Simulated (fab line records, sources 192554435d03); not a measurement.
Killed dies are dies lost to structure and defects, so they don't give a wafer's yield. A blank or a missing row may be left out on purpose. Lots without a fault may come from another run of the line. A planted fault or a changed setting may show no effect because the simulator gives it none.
One fault seen from 2 desks | flow n5_finfet | each desk has only its own numbers; what lay behind them comes last

THE METROLOGY DESK
What the gauges read, lot by lot, whatever tool the lot ran on: means of the sampled wafers that have a number. A lot is out of limits, marked OUT, if its mean lies more than 4 standard deviations from the usual mean; the brackets give that distance. Of its 11 readings 7 are shown: those that lie furthest out on some lot.
Columns: A = DIBL_N at N5_BEOL_M4_RC_MEAS_101, usual 37.1 mV/V; B = DIBL_P at N5_BEOL_M4_RC_MEAS_101, usual 37.2 mV/V; C = IOFF_P at N5_BEOL_M4_RC_MEAS_101, usual 0.22 nA/um; D = ION_P at N5_BEOL_M4_RC_MEAS_101, usual 464 uA/um; E = SS_N at N5_BEOL_M4_RC_MEAS_101, usual 71.7 mV/dec; F = VT_P at N5_BEOL_M4_RC_MEAS_101, usual -251 mV; G = cd_nm at N5_BEOL_M11_CD_MEAS_35, usual 70.1 nm
lot  | first seen here | A    | B    | C    | D   | E    | F    | G
L187 | day 8 22:56     | 36.2 | 37.0 | 0.20 | 461 | 71.5 | -253 | 69.9
L190 | day 9 19:16     | 37.8 | 37.3 | 0.20 | 459 | 72.0 | -253 | 70.9
L194 | day 10 19:43    | 36.0 | 38.0 | 0.20 | 462 | 71.4 | -254 | 69.2
L198 | day 12 10:49    | 37.5 | 37.4 | 0.17 | 456 | 71.5 | -256 | 69.7
L199 | day 12 17:54    | 38.5 | 39.7 | 0.23 | 463 | 72.2 | -250 | 70.2
L197 | day 12 19:37    | 38.0 | 37.8 | 0.23 | 467 | 71.0 | -250 | 70.5
L202 | day 12 22:56    | 34.3 | 36.6 | 0.21 | 465 | 71.0 | -250 | 69.9
L205 | day 14 06:01    | 37.7 | 36.6 | 0.22 | 464 | 71.9 | -251 | 70.6
L206 | day 14 10:52    | 39.2 | 37.9 | 0.23 | 462 | 72.1 | -248 | 70.4
L207 | day 14 13:47    | 37.7 | 37.2 | 0.26 | 469 | 72.3 | -244 | 70.5
This desk's finding: nothing out of limits on any of the 10 lots.

THE TOOL OWNER'S DESK: rie_diel-06
The tool's own readings at N5_BEOL_M11_ETCH_41 (etches SiCN in CH3F/O2, target depth 42.6 nm, time 86 s): means of the sampled wafers that have a number, for each lot that ran on this tool. A lot is out of limits, marked OUT, if its mean lies more than 4 standard deviations from the usual mean; the brackets give that distance. Of its 10 readings 7 are shown: those that lie furthest out on some lot.
Columns: A = CH3F_flow_sccm at N5_BEOL_M11_ETCH_41, usual 30.00 sccm; B = bias_w at N5_BEOL_M11_ETCH_41, usual 75.00 W; C = mfc_ar_sccm at N5_BEOL_M11_ETCH_41, usual 150.0 sccm; D = oes_product_au at N5_BEOL_M11_ETCH_41, usual 0.82 a.u.; E = rf_vpp_V at N5_BEOL_M11_ETCH_41, usual 298.1 V; F = showerhead_plenum_p_Torr at N5_BEOL_M11_ETCH_41, usual 2.04 Torr; G = throttle_valve_pct at N5_BEOL_M11_ETCH_41, usual 16.30 %
lot  | first seen here | A     | B     | C     | D    | E     | F    | G
L190 | day 12 16:47    | 29.99 | 75.30 | 150.1 | 0.91 | 298.2 | 2.09 | 16.10
L194 | day 13 11:21    | 29.94 | 74.78 | 149.9 | 0.81 | 297.8 | 2.04 | 16.31
L197 | day 15 01:56    | 30.11 | 75.23 | 149.4 | 0.82 | 296.8 | 2.00 | 16.27
L207 | day 17 07:08    | 30.01 | 75.07 | 150.1 | 0.79 | 298.9 | 2.07 | 16.15
This desk's finding: nothing out of limits on any of the 4 lots.

PUT TOGETHER
The metrology desk saw nothing out of limits.
The tool owner's desk saw nothing out of limits.

WHAT THE SIMULATOR HAD PUT IN
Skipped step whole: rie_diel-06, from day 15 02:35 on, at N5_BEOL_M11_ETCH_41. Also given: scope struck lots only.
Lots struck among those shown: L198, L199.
